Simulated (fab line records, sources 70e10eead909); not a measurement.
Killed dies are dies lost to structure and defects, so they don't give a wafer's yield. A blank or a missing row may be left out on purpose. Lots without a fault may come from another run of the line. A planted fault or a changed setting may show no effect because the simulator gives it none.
fab line records | flow nand_harc
record lots=6 wafers=18 last_day=21
route steps=1159 shown A_SGD_CUT@758 END@1159
lots that met no fault: from a run of the same line without faults
start_h: hours from the record's first day to the start of the lot's first wafer shown | wait_h: hours since the lot's step before | " the same as in the row above | L1.1+2: a row that stands for several wafers | - no value, or no start given | * or withheld: withheld | < > ~ a bound
route shown NAME@n: a module of which the file shows steps, and the number in the route of the first | usual: mean/standard deviation of fault-free wafers | same: alike in all rows | chamber/n: place in a boat | sites: the reading at each site | _std_site: their standard deviation | _edge_site: outer sites' mean less inner sites' | radius_mm: how far each site lies from the wafer's centre | mask NAME#n: copy n | behind: the tool/chamber that last shaped the wafer | hold: why the lot was held/for how many hours/how that ended | device: the transistor (n, p or np) that didn't switch | end of line: the same wafers' tests at the end of the route | a step without rows: its recipe alone | killed: dies lost to structure and defects at the first sort, not the wafer's yield | map: a wafer's dies, x killed, . not, _ none there
set.NAME: the setting as run; set.NAME@STEP: as run at that earlier step | model.NAME: the simulator's own value behind a step, which no gauge read
lots at some steps of the route; a table a step, a row a wafer
services: from which hour (start_h, from the record's first day; less than 0 if before it) a tool's chamber was out of use, for how many hours, and why
## steps
# step NHARC_A_SGD_CUT_CD_MEAS_09
# recipe target_cd_nm=100 landing_energy_ev=500
# usual cd_nm=100.0/0.55
# columns lot.wafer tool chamber start_h wait_h cd_nm
L308.1 cd_sem-03 0 333.19 - 99.4
L308.3 " 0 " " 99.8
L308.4 " 0 " " 98.5
L307.1 cd_sem-02 0 333.50 - 99.0
L307.3 " 0 " " 99.6
L307.6 " 0 " " 98.9
L309.3 cd_sem-01 0 334.52 - 100.6
L309.5 " 0 " " 100.9
L309.6 " 0 " " 100.6
L316.1 cd_sem-03 0 379.62 - 100.7
L316.2 " 0 " " 100.8
L316.4 " 0 " " 99.8
L313.1 cd_sem-03 0 381.09 - 99.6
L313.2 " 0 " " 100.0
L313.3 " 0 " " 99.8
L314.1 cd_sem-02 0 382.36 - 100.8
L314.4 " 0 " " 100.3
L314.6 " 0 " " 100.7
# step NHARC_A_SGD_CUT_OVL_MEAS_10
# usual overlay_x_nm=-0.2/1 overlay_y_nm=-0.1/0.84
# columns lot.wafer tool chamber start_h wait_h overlay_x_nm overlay_y_nm
L308.1 overlay-01 - 333.28 - 0.3 -1.1
L308.3 " - " " 1.2 -0.6
L308.4 " - " " 1.2 -0.4
L307.1 overlay-02 - 333.58 - -0.4 0.1
L307.3 " - " " -0.4 -0.2
L307.6 " - " " -0.7 0.4
L309.3 overlay-02 - 334.60 - -0.3 0.4
L309.5 " - " " -0.1 -0.3
L309.6 " - " " -0.3 0.5
L316.1 overlay-02 - 379.71 - -2.1 -0.7
L316.2 " - " " -2.4 -0.7
L316.4 " - " " -2.7 -0.8
L313.1 overlay-02 - 381.18 - 0.4 -0.3
L313.2 " - " " 0.6 0.2
L313.3 " - " " 1.6 0.3
L314.1 overlay-02 - 382.45 - -0.4 -0.4
L314.4 " - " " -1.2 -0.3
L314.6 " - " " -0.7 -0.9
# step NHARC_A_SGD_CUT_INSPECT_11
# usual raw_defect_count=16/8.5
# columns lot.wafer tool chamber start_h wait_h raw_defect_count
L308.1 defect_inspect-01 - 333.32 0.0 24
L308.3 " - " " 19
L308.4 " - " " 25
L307.1 defect_inspect-01 - 333.62 0.0 16
L307.3 " - " " 26
L307.6 " - " " 25
L309.3 defect_inspect-01 - 334.64 0.0 13
L309.5 " - " " 12
L309.6 " - " " 9
L316.1 defect_inspect-02 - 379.74 0.0 6
L316.2 " - " " 14
L316.4 " - " " 18
L313.1 defect_inspect-01 - 381.22 0.0 24
L313.2 " - " " 20
L313.3 " - " " 28
L314.1 defect_inspect-02 - 382.48 0.0 6
L314.4 " - " " 7
L314.6 " - " " 7
# step NHARC_A_SGD_CUT_DESCUM_14
# recipe time_s=3 o2_flow_sccm=200 ar_flow_sccm=0 bias_power_w=0 chemistry=O2
# usual drypump_motor_current_A=5.8/0.53 oes_product_au=1.003/0.0096 rf_vpp_V=57.8/0.97 showerhead_plenum_p_Torr=1.94/0.074 throttle_valve_pct=11.311/0.0099
# columns lot.wafer tool chamber start_h wait_h drypump_motor_current_A oes_product_au rf_hours_counter_h rf_vpp_V showerhead_plenum_p_Torr throttle_valve_pct
L308.4 rie_diel-01 3 333.38 0.1 6.4 1.017 0 58.6 1.82 11.319
L308.3 " 0 " " 6.3 0.998 0 58.3 2.01 11.318
L308.1 " 2 " " 4.9 1.002 0 57.2 1.88 11.313
L307.3 rie_diel-04 0 333.68 0.1 4.8 1.009 3 57.6 1.95 11.309
L307.1 " 2 " " 5.6 1.014 4 58.9 2.03 11.298
L307.6 " 0 " " 4.8 1.016 - 58.2 1.95 11.315
L309.3 rie_diel-01 1 334.72 0.1 6.3 0.990 0 58.6 2.01 11.320
L309.5 " 2 " " 4.9 1.004 - 56.9 1.88 11.319
L309.6 " 3 " " 6.4 1.011 - 56.6 1.82 11.295
L316.2 rie_diel-10 0 379.81 0.1 5.8 1.000 2 56.5 1.85 11.321
L316.4 " 1 " " 6.1 1.003 2 56.4 1.90 11.323
L316.1 " 3 " " 6.0 0.995 3 56.3 1.83 11.315
L313.2 rie_diel-04 0 381.28 0.1 4.8 1.012 7 57.9 1.95 11.305
L313.1 " 1 " " 6.0 1.014 7 56.7 2.01 11.312
L313.3 " 3 " " 6.2 0.999 8 58.3 2.00 11.327
L314.1 rie_diel-10 3 382.55 0.1 6.0 0.999 3 56.8 1.83 11.307
L314.4 " 0 " " 5.8 1.011 3 56.0 1.85 11.302
L314.6 " 3 " " 6.0 0.999 - 57.6 1.83 11.315
# step NHARC_A_SGD_CUT_ETCH_58
# recipe target_depth_a=390 over_etch_frac=0.3 time_s=65 ion_energy_ev=80 cf4_flow_sccm=150 ar_flow_sccm=0 rf_w=300 bias_w=100 chemistry=CF4
# usual drypump_motor_current_A=5.8/0.53 oes_product_au=1.002/0.011 rf_vpp_V=151.6/1 showerhead_plenum_p_Torr=1.79/0.065 throttle_valve_pct=13.283/0.0084
# columns lot.wafer tool chamber start_h wait_h drypump_motor_current_A oes_product_au rf_hours_counter_h rf_vpp_V showerhead_plenum_p_Torr throttle_valve_pct
L308.3 rie_diel-01 1 333.47 0.1 6.3 0.985 0 152.1 1.85 13.294
L308.1 " 2 " " 4.9 0.996 0 150.5 1.74 13.292
L308.4 " 3 " " 6.4 0.996 0 150.7 1.69 13.284
L307.3 rie_diel-04 1 333.77 0.1 5.9 1.004 4 152.2 1.85 13.284
L307.1 " 3 " " 6.2 1.013 4 151.5 1.84 13.277
L307.6 " 2 " " 5.6 1.007 - 153.3 1.87 13.278
L309.3 rie_diel-01 3 334.79 0.1 6.4 1.003 0 150.0 1.69 13.287
L309.5 " 2 " " 4.9 1.005 - 151.1 1.74 13.285
L309.6 " 3 " " 6.4 1.010 - 150.1 1.69 13.276
L316.4 rie_diel-10 3 379.89 0.1 6.0 0.997 3 150.5 1.70 13.283
L316.1 " 0 " " 5.8 1.007 2 151.2 1.72 13.282
L316.2 " 2 " " 5.4 0.987 3 151.6 1.77 13.273
L313.2 rie_diel-04 1 381.37 0.1 5.9 1.018 7 151.1 1.85 13.295
L313.3 " 3 " " 6.2 1.009 8 151.5 1.84 13.300
L313.1 " 0 " " 4.8 0.996 7 152.8 1.80 13.288
L314.4 rie_diel-10 3 382.63 0.1 6.0 0.991 3 151.7 1.70 13.278
L314.1 " 0 " " 5.8 0.997 3 150.6 1.72 13.291
L314.6 " 3 " " 6.0 0.993 - 151.1 1.70 13.274
# step NHARC_A_SGD_CUT_ETCH_59
# recipe target_depth_a=2600 over_etch_frac=0.25 time_s=406.25 ion_energy_ev=200 n2_flow_sccm=150 h2_flow_sccm=150 ar_flow_sccm=0 rf_w=400 bias_w=150 chemistry=N2/H2
# usual drypump_motor_current_A=5.8/0.52 oes_product_au=1.001/0.0094 rf_vpp_V=431.0/2.3 showerhead_plenum_p_Torr=2.06/0.082 throttle_valve_pct=14.171/0.009
# columns lot.wafer tool chamber start_h wait_h drypump_motor_current_A oes_product_au rf_hours_counter_h rf_vpp_V showerhead_plenum_p_Torr throttle_valve_pct
L308.1 rie_diel-01 3 - - 6.4 1.008 0 428.2 1.94 14.157
L308.4 " 0 " " 6.3 1.004 0 434.5 2.14 14.168
L308.3 " 1 " " 6.3 0.993 0 433.3 2.14 14.178
L307.1 rie_diel-04 0 - - 4.8 1.012 3 431.6 2.08 14.166
L307.3 " 1 " " 5.9 1.000 4 435.0 2.15 14.180
L307.6 " 3 " " 6.2 0.999 - 431.9 2.13 14.197
L309.3 rie_diel-01 3 - - 6.5 1.006 1 428.3 1.94 14.181
L309.6 " 2 " " 4.9 0.993 - 429.1 2.00 14.161
L309.5 " 3 " " 6.4 1.008 - 426.5 1.94 14.185
L316.1 rie_diel-10 3 - - 6.0 0.983 3 427.1 1.95 14.170
L316.4 " 1 " " 6.1 1.006 2 428.4 2.02 14.181
L316.2 " 2 " " 5.5 0.988 3 429.7 2.04 14.175
L313.2 rie_diel-04 2 - - 5.7 1.004 8 433.3 2.17 14.178
L313.1 " 3 " " 6.2 1.002 8 433.0 2.13 14.173
L313.3 " 1 " " 5.9 1.005 7 434.0 2.15 14.172
L314.4 rie_diel-10 2 - - 5.5 0.994 3 431.7 2.04 14.188
L314.1 " 3 " " 6.0 0.998 3 428.0 1.95 14.170
L314.6 " 2 " " 5.5 0.981 - 429.9 2.05 14.180
# step NHARC_A_SGD_CUT_ETCH_15
# recipe target_depth_a=750 time_s=64.3 ch3f_flow_sccm=50 o2_flow_sccm=30 ar_flow_sccm=200 rf_w=500 bias_w=100 chemistry=CH3F/O2
# usual drypump_motor_current_A=5.8/0.53 oes_product_au=0.967/0.017 rf_vpp_V=264.3/1.6 showerhead_plenum_p_Torr=2.49/0.092 throttle_valve_pct=20.663/0.0084
# columns lot.wafer tool chamber start_h wait_h drypump_motor_current_A oes_product_au rf_hours_counter_h rf_vpp_V showerhead_plenum_p_Torr throttle_valve_pct
L308.1 rie_diel-01 3 - - 6.4 0.966 0 262.7 2.35 20.660
L308.4 " 0 " " 6.3 0.962 0 265.8 2.57 20.661
L308.3 " 2 " " 4.9 0.974 0 263.1 2.42 20.668
L307.3 rie_diel-04 0 - - 4.8 0.967 4 265.2 2.51 20.658
L307.1 " 1 " " 5.9 0.956 4 264.7 2.58 20.654
L307.6 " 2 " " 5.6 0.984 - 266.1 2.61 20.666
L309.3 rie_diel-01 3 - - 6.5 0.968 1 262.1 2.35 20.677
L309.6 " 0 " " 6.3 0.968 - 265.9 2.57 20.648
L309.5 " 1 " " 6.3 0.966 - 265.3 2.57 20.670
L316.1 rie_diel-10 0 - - 5.8 0.960 3 262.5 2.38 20.657
L316.2 " 1 " " 6.1 0.968 2 265.8 2.44 20.670
L316.4 " 3 " " 6.0 0.968 3 262.0 2.35 20.652
L313.3 rie_diel-04 0 - - 4.8 0.975 7 264.5 2.50 20.645
L313.1 " 1 " " 6.0 0.971 7 264.6 2.58 20.662
L313.2 " 3 " " 6.2 0.981 8 266.8 2.56 20.671
L314.4 rie_diel-10 0 - - 5.8 0.977 3 263.5 2.38 20.654
L314.1 " 1 " " 6.1 0.975 2 264.7 2.44 20.664
L314.6 " 2 " " 5.5 0.950 - 265.2 2.46 20.667
# step NHARC_A_SGD_CUT_ETCH_16
# recipe target_depth_a=3105 time_s=155.2 c4f8_flow_sccm=withheld o2_flow_sccm=8 ar_flow_sccm=withheld rf_w=600 bias_w=800 chemistry=C4F8/O2/Ar
# usual oes_product_au=0.975/0.015 rf_vpp_V=724/3.7
# columns lot.wafer tool chamber start_h wait_h oes_product_au rf_hours_counter_h rf_vpp_V
L308.1 rie_diel-01 1 - - 0.977 0 728
L308.3 " 3 " " 0.989 0 718
L308.4 " 0 " " 0.971 0 728
L307.3 rie_diel-04 1 - - 0.974 4 729
L307.1 " 2 " " 0.989 4 731
L307.6 " 0 " " 0.981 - 725
L309.3 rie_diel-01 3 - - 0.980 1 719
L309.6 " 1 " " 0.975 - 728
L309.5 " 2 " " 0.977 - 722
L316.2 rie_diel-10 3 - - 0.976 3 718
L316.1 " 0 " " 0.969 3 720
L316.4 " 2 " " 0.968 3 724
L313.3 rie_diel-04 3 - - 0.977 8 727
L313.1 " 0 " " 0.974 7 726
L313.2 " 2 " " 0.978 8 729
L314.1 rie_diel-10 2 - - 0.963 3 724
L314.4 " 0 " " 0.985 3 721
L314.6 " 1 " " 0.988 - 724
# step NHARC_A_SGD_CUT_STRIP_60
# recipe c4f8_flow_sccm=withheld o2_flow_sccm=8 ar_flow_sccm=withheld bias_w=0 chemistry=C4F8/O2/Ar
# step NHARC_A_SGD_CUT_STRIP_17
# recipe o2_flow_sccm=500 ar_flow_sccm=0 bias_w=0 chemistry=O2
# step NHARC_A_SGD_CUT_PRECLEAN_18
# recipe time_s=* temp_c=50 bath_age_min=0 chemistry=SC1
# step NHARC_A_SGD_CUT_SRD_19
# step NHARC_A_SGD_CUT_DEP_20
# recipe target_thk_a=1500 temp_c=65 material=SiO2
# columns lot.wafer tool chamber start_h wait_h
L308.1+3+4 fcvd-01 1,1,0 334.50 -
L307.1+3+6 fcvd-02 0,0,1 334.80 -
L309.3+6+5 fcvd-01 1,1,0 335.89 -
L316.1+2+4 fcvd-01 0,1,1 380.94 -
L313.2+1+3 fcvd-01 0,1,1 382.40 -
L314.1+4+6 fcvd-01 1 383.71 -
# step NHARC_A_SGD_CUT_ANNEAL_27
# recipe temp_c=450 time_s=1800
# step NHARC_A_SGD_CUT_CMP_21
# recipe target_thk_nm=148.19
# usual edge_zone_pressure_frac=0.999/0.0054 motor_current_A=11.4/1.4 time_to_endpoint_s=51/3.2
# columns lot.wafer tool chamber start_h wait_h edge_zone_pressure_frac motor_current_A time_to_endpoint_s
L308.3 cmp-04 1 342.21 0.4 1.006 9.4 54
L308.4 " 2 " " 0.993 11.3 44
L308.1 " 3 " " 0.993 12.9 51
L307.1 cmp-03 2 342.21 0.4 0.996 9.2 51
L307.3 " 0 " " 1.003 11.5 44
L307.6 " 2 " " 0.995 9.0 45
L309.3 cmp-01 1 342.21 0.4 0.992 13.2 55
L309.6 " 0 " " 1.003 10.7 57
L309.5 " 1 " " 0.997 12.8 53
L313.3 cmp-03 2 385.03 0.4 1.001 9.1 29
L313.2 " 3 " " 0.995 11.9 55
L313.1 " 0 " " 0.989 11.6 24
L316.1 cmp-03 2 385.18 0.5 0.999 8.9 48
L316.2 " 3 " " 1.002 11.4 51
L316.4 " 1 " " 1.000 10.0 50
L314.1 cmp-01 3 388.01 0.4 0.995 13.2 29
L314.4 " 0 " " 0.993 11.3 34
L314.6 " 3 " " 0.998 12.3 31
# step NHARC_A_SGD_CUT_THK_MEAS_22
# recipe thk_meas_gauge=ellipsometry
# usual thk_nm=148.0/1.5
# columns lot.wafer tool chamber start_h wait_h thk_nm
L308.1 film_metro-02 - 342.44 0.2 147.7
L308.3 " - " " 149.5
L308.4 " - " " 145.8
L307.1 film_metro-01 - 342.44 0.2 147.9
L307.3 " - " " 145.4
L307.6 " - " " 147.8
L309.3 film_metro-02 - 342.45 0.2 147.3
L309.5 " - " " 147.8
L309.6 " - " " 147.6
L313.1 film_metro-02 - 385.29 0.2 85.0
L313.2 " - " " 150.3
L313.3 " - " " 84.5
L316.1 film_metro-02 - 385.43 0.2 148.6
L316.2 " - " " 149.1
L316.4 " - " " 148.9
L314.1 film_metro-02 - 388.27 0.2 84.5
L314.4 " - " " 83.8
L314.6 " - " " 88.0
# step NHARC_A_SGD_CUT_SRD_23
# step NHARC_END_SORT_01
# recipe temp_c=25
# usual killed_at_array=26/10 killed_at_periphery=3.0/2.5 killed_dies=29/11 killed_open=3.3/1.9 killed_short=1.8/1.5
# same gross_dies=677 killed_at_other=0
# columns lot.wafer tool chamber start_h wait_h killed_at_array killed_at_periphery killed_dies killed_open killed_short
L307.1 prober-02 0 463.28 2.5 30 2 32 1 1
L307.3 prober-02 0 464.86 3.1 36 2 38 1 1
L307.6 prober-02 0 467.23 4.0 36 5 41 2 0
L309.3 prober-01 0 469.73 3.1 31 2 33 3 2
L309.5 prober-01 0 471.31 3.7 21 4 25 0 1
L309.6 prober-01 0 472.10 3.9 28 0 28 4 0
L308.1 prober-02 0 471.00 2.5 32 6 38 1 4
L308.3 prober-02 0 472.58 3.1 23 6 29 5 0
L308.4 prober-02 0 473.37 3.4 25 2 27 2 1
L316.1 prober-01 0 499.08 2.5 11 3 14 5 2
L316.2 prober-01 0 499.89 2.8 16 5 21 5 0
L316.4 prober-01 0 501.51 3.4 18 5 23 4 3
L313.1 prober-02 0 499.11 2.5 48 2 50 4 1
L313.2 prober-02 0 499.92 2.8 37 3 40 5 1
L313.3 prober-02 0 500.73 3.1 42 0 42 1 0
L314.1 prober-01 0 511.50 2.5 19 3 22 2 1
L314.4 prober-01 0 513.89 3.4 24 6 30 2 3
L314.6 prober-01 0 515.48 4.0 23 1 24 2 0
# killed by level:class
L307.1 A_CHANNEL_HOLE_D1:chamber_film_flake=16 A_SLIT:chamber_film_flake=7 A_CONTACT:chamber_film_flake=6 P_CONTACT:geometric_particle:short=1 A_CONTACT:geometric_particle:open=1 P_ZERO_WELL:chamber_film_flake=1
L307.3 A_CHANNEL_HOLE_D1:chamber_film_flake=19 A_SLIT:chamber_film_flake=11 A_CONTACT:chamber_film_flake=2 A_CHANNEL_FILL_D1:geometric_particle:short=1 A_M0:geometric_particle:open=1 P_ZERO_WELL:chamber_film_flake=1 P_GATE:chamber_film_flake=1 A_ZERO_WELL:chamber_film_flake=1
L307.6 A_CHANNEL_HOLE_D1:chamber_film_flake=20 A_SLIT:chamber_film_flake=8 A_CONTACT:chamber_film_flake=5 P_CONTACT:geometric_particle:open=1 A_SOURCE_PLATE:geometric_particle:open=1 P_ZERO_WELL:chamber_film_flake=1 P_STI:chamber_film_flake=1 P_GATE:chamber_film_flake=1
L309.3 A_SLIT:chamber_film_flake=13 A_CHANNEL_FILL_D1:chamber_film_flake=7 A_CHANNEL_HOLE_D1:chamber_film_flake=4 A_SGD_CUT:chamber_film_flake=2 A_ONON_D1:geometric_particle:short=1 A_ONON_D1:geometric_particle:open=1 A_CHANNEL_HOLE_D1:geometric_particle:open=1 A_WL_FILL:geometric_particle:short=1
L308.1 A_CHANNEL_HOLE_D1:chamber_film_flake=18 A_SGD_CUT:chamber_film_flake=5 P_ZERO_WELL:chamber_film_flake=4 A_WL_FILL:geometric_particle:short=3 A_CHANNEL_FILL_D1:chamber_film_flake=3 A_CONTACT:chamber_film_flake=2 P_M2:geometric_particle:short=1 A_SGD_CUT:geometric_particle:open=1
L309.5 A_SLIT:chamber_film_flake=12 P_STI:chamber_film_flake=4 A_CHANNEL_FILL_D1:chamber_film_flake=3 A_CHANNEL_HOLE_D1:chamber_film_flake=2 A_STAIRCASE:chamber_film_flake=2 A_ONON_D1:geometric_particle:short=1 A_SGD_CUT:chamber_film_flake=1
L309.6 A_SLIT:chamber_film_flake=16 A_CHANNEL_FILL_D1:chamber_film_flake=4 A_CHANNEL_HOLE_D1:geometric_particle:open=2 A_CHANNEL_HOLE_D1:chamber_film_flake=2 A_CHANNEL_FILL_D1:geometric_particle:open=1 A_CONTACT:geometric_particle:open=1 A_STAIRCASE:chamber_film_flake=1 A_CONTACT:chamber_film_flake=1
L308.3 A_CHANNEL_HOLE_D1:chamber_film_flake=13 P_ZERO_WELL:chamber_film_flake=3 A_CONTACT:chamber_film_flake=3 A_CONTACT:geometric_particle:open=2 A_SGD_CUT:chamber_film_flake=2 P_GATE:geometric_particle:open=1 P_M0:geometric_particle:open=1 A_M1:geometric_particle:open=1
L308.4 A_CHANNEL_HOLE_D1:chamber_film_flake=15 A_CONTACT:chamber_film_flake=4 P_ZERO_WELL:chamber_film_flake=2 A_SGD_CUT:chamber_film_flake=2 A_SOURCE_PLATE:geometric_particle:short=1 A_WL_FILL:geometric_particle:open=1 A_CONTACT:geometric_particle:open=1 A_CHANNEL_FILL_D1:chamber_film_flake=1
L316.1 A_CONTACT:geometric_particle:open=3 A_CHANNEL_HOLE_D1:chamber_film_flake=3 A_WL_FILL:geometric_particle:short=2 P_M0:geometric_particle:open=1 A_WL_FILL:geometric_particle:open=1 P_GATE:chamber_film_flake=1 P_M2:chamber_film_flake=1 A_STAIRCASE:chamber_film_flake=1
L313.1 A_SLIT:chamber_film_flake=15 A_CHANNEL_HOLE_D1:chamber_film_flake=14 A_M1:chamber_film_flake=6 A_CONTACT:chamber_film_flake=4 A_WL_FILL:geometric_particle:open=3 A_STAIRCASE:chamber_film_flake=2 A_WL_FILL:geometric_particle:short=1 A_M0:geometric_particle:open=1
L316.2 A_STAIRCASE:chamber_film_flake=4 A_CONTACT:geometric_particle:open=3 A_CHANNEL_HOLE_D1:chamber_film_flake=3 A_CONTACT:chamber_film_flake=3 A_CHANNEL_FILL_D1:geometric_particle:open=2 P_STI:chamber_film_flake=2 P_ZERO_WELL:chamber_film_flake=1 P_CONTACT:chamber_film_flake=1
L313.2 A_CHANNEL_HOLE_D1:chamber_film_flake=17 A_SLIT:chamber_film_flake=9 A_M1:chamber_film_flake=5 A_CONTACT:geometric_particle:open=2 P_M1:geometric_particle:open=1 P_BONDPAD:geometric_particle:open=1 A_ONON_D1:geometric_particle:open=1 A_WL_FILL:geometric_particle:short=1
L313.3 A_CHANNEL_HOLE_D1:chamber_film_flake=23 A_SLIT:chamber_film_flake=12 A_M1:chamber_film_flake=6 A_CONTACT:geometric_particle:open=1
L316.4 A_CHANNEL_HOLE_D1:chamber_film_flake=7 A_STAIRCASE:chamber_film_flake=4 A_ONON_D1:geometric_particle:short=3 P_M2:chamber_film_flake=2 P_CONTACT:geometric_particle:open=1 A_SOURCE_PLATE:geometric_particle:open=1 P_ZERO_WELL:chamber_film_flake=1 A_CONTACT:geometric_particle:open=1
L314.1 A_SLIT:chamber_film_flake=13 A_CHANNEL_HOLE_D1:chamber_film_flake=3 P_M0:geometric_particle:open=1 A_STAIRCASE:geometric_particle:open=1 A_SGD_CUT:geometric_particle:short=1 P_STI:chamber_film_flake=1 P_GATE:chamber_film_flake=1 A_STAIRCASE:chamber_film_flake=1
L314.4 A_SLIT:chamber_film_flake=12 P_GATE:chamber_film_flake=3 A_CHANNEL_HOLE_D1:chamber_film_flake=3 A_CONTACT:chamber_film_flake=3 A_CONTACT:geometric_particle:open=2 P_CONTACT:geometric_particle:short=1 A_CHANNEL_FILL_D1:geometric_particle:short=1 A_WL_FILL:geometric_particle:short=1
L314.6 A_SLIT:chamber_film_flake=14 A_CHANNEL_HOLE_D1:chamber_film_flake=5 A_CONTACT:chamber_film_flake=2 A_CONTACT:geometric_particle:open=1 A_M0:geometric_particle:open=1 P_GATE:chamber_film_flake=1
## services
# columns tool chamber start_h hours kind
cmp-01 - 313.92 2.8 repair
rie_diel-01 - 314.84 9.0 pm
rie_diel-01 0 314.84 9.0 vent_cycle
rie_diel-01 1 314.84 9.0 vent_cycle
rie_diel-01 2 314.84 9.0 vent_cycle
rie_diel-01 3 314.84 9.0 vent_cycle
rie_diel-10 0 322.27 9.4 repair
rie_diel-04 0 322.49 - clean
rie_diel-04 1 322.49 - clean
rie_diel-04 2 322.49 - clean
rie_diel-04 3 322.49 - clean
rie_diel-01 0 323.84 - clean
rie_diel-01 1 323.84 - clean
rie_diel-01 2 323.84 - clean
cmp-01 - 334.15 2.8 repair
fcvd-02 1 337.57 4.6 repair
rie_diel-01 - 342.15 0.8 repair
rie_diel-10 3 342.63 3.3 repair
fcvd-02 - 343.50 0.6 repair
rie_diel-10 - 353.51 9.0 pm
rie_diel-10 1 365.55 6.6 repair
cmp-03 - 372.80 4.0 pm
fcvd-02 - 376.00 13.0 pm
cmp-04 - 384.99 0.7 repair
## key
first_sign step=NHARC_A_SGD_CUT_CMP_21 reading=time_to_endpoint_s direction=down sigmas=6.6 usual=* struck=*
effect step=NHARC_A_SGD_CUT_THK_MEAS_22 reading=thk_nm direction=down sigmas=41 usual=148.0 struck=85.2
met_at NHARC_A_SGD_CUT_DEP_20
struck_wafers L313.1,L313.3,L314.1,L314.4,L314.6
tester_left_out L313,L314
onset_between 380.94 382.40
fault kind=process_parameter_drift tool=fcvd-01 chamber=1 onset_h=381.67 steps=NHARC_A_SGD_CUT_DEP_20 channel=target_thk_a offset=* shape=step end_h=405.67 stated=*
# tester_left_out: of these lots the tester's yield and bins aren't shown, on N5 and GAA mostly nor the transistor test; their killed dies are dies lost to structure and defects alone, not to doping, threshold or leakage, so they don't give the yield
